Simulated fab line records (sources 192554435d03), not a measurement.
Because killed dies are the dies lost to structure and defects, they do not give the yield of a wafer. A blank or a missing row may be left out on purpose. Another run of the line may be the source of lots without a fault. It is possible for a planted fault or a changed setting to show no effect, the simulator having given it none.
Chamber matching    flow n5-finfet    4 sister chambers for N5_FIN_SAQP_ETCH_67 on rie-diel-03
The step etches SiNx in CH3F/O2, target depth 30 nm. 4 wafers are shown with their chamber, then 12 later ones without.

## WAFERS, EACH WITH ITS CHAMBER
wafer   chamber  drypump-motor-current-A (A)
L088.1  2        5.6
L092.1  1        5.8
L092.2  0        6.0
L092.3  3        5.1

## WAFERS WHOSE CHAMBER IS MISSING
wafer   drypump-motor-current-A (A)
L092.4  5.6
L092.5  5.8
L092.6  6.0
L093.1  6.0
L093.4  5.7
L093.6  6.0
L096.1  5.6
L096.2  5.8
L096.3  5.1
L096.4  6.0
L096.5  5.8
L096.6  6.0

## WHICH CHAMBER EACH WENT THROUGH
wafer   from the rows above      in truth
L092.4  2                        2
L092.5  1                        1
L092.6  0                        0
L093.1  0                        0
L093.4  can't be placed: 1 or 2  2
L093.6  0                        0
L096.1  2                        2
L096.2  1                        1
L096.3  3                        3
L096.4  0                        0
L096.5  1                        1
L096.6  0                        0
Correct placement for 11 of the 12. These rows do not allow placing 1 (true chamber among the candidates in 1). Placed wrongly: 0.
How it was worked out, from the rows above alone: a wafer's distance from a chamber is the root of the sum, over the readings, of the square of ((its reading less the chamber's mean) divided by the reading's scatter). If the next closest chamber is less than 2 further off than the closest, the wafer can't be placed; otherwise it belongs to the closest. A chamber's mean is the mean of its shown wafers. The scatter: root of mean squared gap, hidden wafer to nearest shown wafer, with one shown wafer a chamber.
